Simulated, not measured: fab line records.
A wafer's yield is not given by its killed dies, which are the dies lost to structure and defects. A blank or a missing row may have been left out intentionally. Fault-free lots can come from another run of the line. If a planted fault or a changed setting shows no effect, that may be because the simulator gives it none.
Chamber matching || flow nand-harc || 4 sister chambers for NHARC_A_CHANNEL_FILL_D1_ALD_14 on ald-hk-04
The step deposits SiO2, target thk 2.5 nm, pulse time 10 s, ald cycles 25. 20 wafers are shown with their chamber, then 10 later ones without.

## EACH WAFER AND ITS CHAMBER
{"wafer": "L074.3", "chamber": 0, "heater-power-w (W)": 453, "precursor-pulse-height-rel": 1.008}
{"wafer": "L074.5", "chamber": 0, "heater-power-w (W)": 457, "precursor-pulse-height-rel": 0.968}
{"wafer": "L074.6", "chamber": 1, "heater-power-w (W)": 449, "precursor-pulse-height-rel": 0.991}
{"wafer": "L080.2", "chamber": 1, "heater-power-w (W)": 446, "precursor-pulse-height-rel": 1.001}
{"wafer": "L080.4", "chamber": 3, "heater-power-w (W)": 446, "precursor-pulse-height-rel": 0.968}
{"wafer": "L080.5", "chamber": 3, "heater-power-w (W)": 460, "precursor-pulse-height-rel": 1.002}
{"wafer": "L082.2", "chamber": 0, "heater-power-w (W)": 468, "precursor-pulse-height-rel": 1.000}
{"wafer": "L082.3", "chamber": 1, "heater-power-w (W)": 458, "precursor-pulse-height-rel": 0.977}
{"wafer": "L082.4", "chamber": 2, "heater-power-w (W)": 445, "precursor-pulse-height-rel": 1.025}
{"wafer": "L084.1", "chamber": 3, "heater-power-w (W)": 443, "precursor-pulse-height-rel": 0.985}
{"wafer": "L084.2", "chamber": 2, "heater-power-w (W)": 440, "precursor-pulse-height-rel": 1.029}
{"wafer": "L084.4", "chamber": 1, "heater-power-w (W)": 447, "precursor-pulse-height-rel": 1.001}
{"wafer": "L085.1", "chamber": 2, "heater-power-w (W)": 444, "precursor-pulse-height-rel": 0.986}
{"wafer": "L085.3", "chamber": 3, "heater-power-w (W)": 440, "precursor-pulse-height-rel": 1.003}
{"wafer": "L085.6", "chamber": 1, "heater-power-w (W)": 442, "precursor-pulse-height-rel": 1.007}
{"wafer": "L088.1", "chamber": 0, "heater-power-w (W)": 457, "precursor-pulse-height-rel": 1.030}
{"wafer": "L088.2", "chamber": 2, "heater-power-w (W)": 445, "precursor-pulse-height-rel": 1.017}
{"wafer": "L088.4", "chamber": 3, "heater-power-w (W)": 441, "precursor-pulse-height-rel": 1.005}
{"wafer": "L086.3", "chamber": 0, "heater-power-w (W)": 455, "precursor-pulse-height-rel": 1.006}
{"wafer": "L086.5", "chamber": 0, "heater-power-w (W)": 453, "precursor-pulse-height-rel": 0.996}

SIGNATURES, as means of the wafers listed above
{"reading": "heater-power-w", "chamber 0": 457.17, "chamber 1": 448.40, "chamber 2": 443.50, "chamber 3": 446.00, "scatter within a chamber": 6.03}
{"reading": "precursor-pulse-height-rel", "chamber 0": 1.00133, "chamber 1": 0.99540, "chamber 2": 1.01425, "chamber 3": 0.99260, "scatter within a chamber": 0.0172}
Rule: a wafer lies at a distance from a chamber equal to the root of the sum of squares, over the readings, of (its reading less the chamber's mean, divided by the reading's scatter). The wafer belongs to the nearest chamber; if the next one is less than 2 further off, it can't be placed. The scatter: take each reading less its chamber's mean, square it, sum over the shown wafers, divide by the number of wafers less the number of chambers, and take the root.

## WAFERS WHOSE CHAMBER IS MISSING
{"wafer": "L086.6", "heater-power-w (W)": 456, "precursor-pulse-height-rel": 1.006}
{"wafer": "L089.2", "heater-power-w (W)": 440, "precursor-pulse-height-rel": 0.954}
{"wafer": "L089.4", "heater-power-w (W)": 440, "precursor-pulse-height-rel": 0.975}
{"wafer": "L089.5", "heater-power-w (W)": 464, "precursor-pulse-height-rel": 0.979}
{"wafer": "L091.1", "heater-power-w (W)": 449, "precursor-pulse-height-rel": 0.986}
{"wafer": "L091.2", "heater-power-w (W)": 455, "precursor-pulse-height-rel": 0.980}
{"wafer": "L091.3", "heater-power-w (W)": 451, "precursor-pulse-height-rel": 0.999}
{"wafer": "L097.1", "heater-power-w (W)": 462, "precursor-pulse-height-rel": 1.003}
{"wafer": "L097.2", "heater-power-w (W)": 447, "precursor-pulse-height-rel": 1.020}
{"wafer": "L097.5", "heater-power-w (W)": 459, "precursor-pulse-height-rel": 1.009}

## CHAMBER TAKEN BY EACH
{"wafer": "L086.6", "from the rows above": "can't be placed: 0 or 1 or 3 or 2", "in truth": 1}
{"wafer": "L089.2", "from the rows above": "can't be placed: 3 or 1 or 2 or 0", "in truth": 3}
{"wafer": "L089.4", "from the rows above": "can't be placed: 3 or 1 or 2 or 0", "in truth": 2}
{"wafer": "L089.5", "from the rows above": "can't be placed: 0 or 1 or 3", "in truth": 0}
{"wafer": "L091.1", "from the rows above": "can't be placed: 1 or 3 or 0 or 2", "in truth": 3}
{"wafer": "L091.2", "from the rows above": "can't be placed: 0 or 1 or 3 or 2", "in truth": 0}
{"wafer": "L091.3", "from the rows above": "can't be placed: 1 or 3 or 0 or 2", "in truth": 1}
{"wafer": "L097.1", "from the rows above": "can't be placed: 0 or 1 or 3", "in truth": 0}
{"wafer": "L097.2", "from the rows above": "can't be placed: 2 or 1 or 3 or 0", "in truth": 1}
{"wafer": "L097.5", "from the rows above": "can't be placed: 0 or 1 or 3", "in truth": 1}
Placed correctly: 0 of 10. These rows do not allow placing 10 (true chamber among the candidates in 10). Placed wrongly: 0.
